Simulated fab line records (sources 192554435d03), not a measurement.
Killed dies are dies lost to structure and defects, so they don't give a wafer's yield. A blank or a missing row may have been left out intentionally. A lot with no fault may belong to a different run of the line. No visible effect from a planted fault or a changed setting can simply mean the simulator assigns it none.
Chamber matching | flow n5-finfet | N5_BEOL_M3_ETCH_63 on rie-diel-01 has 4 sister chambers
The step etches SiARC in CF4, target depth 15.6 nm, time 26 s. 18 wafers are shown with their chamber, then 9 later ones without.

== WAFERS WITH THEIR CHAMBER ==
wafer  | chamber | showerhead-plenum-p-Torr (Torr) | throttle-valve-pct (%) | oes-product-au (a.u.)
L077.2 | 1       | 2.11                            | 15.61                  | 0.78
L077.5 | 1       | 2.11                            | 15.62                  | 0.77
L077.6 | 2       | 2.21                            | 15.77                  | 0.64
L076.2 | 0       | 2.19                            | 15.32                  | 0.82
L076.3 | 3       | 2.14                            | 15.77                  | 0.60
L076.4 | 1       | 2.11                            | 15.64                  | 0.76
L078.1 | 2       | 2.21                            | 15.78                  | 0.62
L078.4 | 1       | 2.11                            | 15.64                  | 0.76
L078.5 | 3       | 2.14                            | 15.78                  | 0.60
L081.2 | 3       | 2.14                            | 15.79                  | 0.59
L081.3 | 1       | 2.11                            | 15.63                  | 0.76
L081.5 | 1       | 2.11                            | 15.63                  | 0.75
L085.1 | 3       | 2.13                            | 15.79                  | 0.58
L085.2 | 1       | 2.10                            | 15.68                  | 0.77
L085.6 | 0       | 2.19                            | 15.33                  | 0.78
L086.2 | 2       | 2.21                            | 15.80                  | 0.62
L086.5 | 0       | 2.19                            | 15.32                  | 0.78
L086.6 | 1       | 2.10                            | 15.65                  | 0.76

SIGNATURES, as means of the wafers listed above
reading                  | chamber 0 | chamber 1 | chamber 2 | chamber 3 | scatter within a chamber
showerhead-plenum-p-Torr | 2.1900    | 2.1075    | 2.2100    | 2.1375    | 0.00401
throttle-valve-pct       | 15.3233   | 15.6375   | 15.7833   | 15.7825   | 0.0168
oes-product-au           | 0.7933    | 0.7638    | 0.6267    | 0.5925    | 0.0125
Rule: distance of a wafer from a chamber = root of the sum over the readings of ((wafer's reading minus chamber's mean) / reading's scatter) squared. The wafer belongs to the nearest chamber; if the next one is less than 2 further off, it can't be placed. The scatter: the root of (the sum of the squares of (reading less its chamber's mean) over the shown wafers, divided by (wafers less chambers)).

== WAFERS WITHOUT THEIR CHAMBER ==
wafer  | showerhead-plenum-p-Torr (Torr) | throttle-valve-pct (%) | oes-product-au (a.u.)
L092.1 | 2.13                            | 15.83                  | 0.59
L092.3 | 2.18                            | 15.35                  | 0.76
L092.4 | 2.20                            | 15.84                  | 0.61
L093.1 | 2.20                            | 15.84                  | 0.61
L093.5 | 2.13                            | 15.84                  | 0.58
L093.6 | 2.20                            | 15.82                  | 0.60
L094.2 | 2.13                            | 15.82                  | 0.59
L094.3 | 2.18                            | 15.36                  | 0.75
L094.5 | 2.13                            | 15.84                  | 0.58

== EACH ONE'S CHAMBER ==
wafer  | from the rows above | in truth
L092.1 | 3                   | 3
L092.3 | 0                   | 0
L092.4 | 2                   | 2
L093.1 | 2                   | 2
L093.5 | 3                   | 3
L093.6 | 2                   | 2
L094.2 | 3                   | 3
L094.3 | 0                   | 0
L094.5 | 3                   | 3
9 of 9 placed correctly. Not placeable from these rows: 0. Placed wrongly: 0.
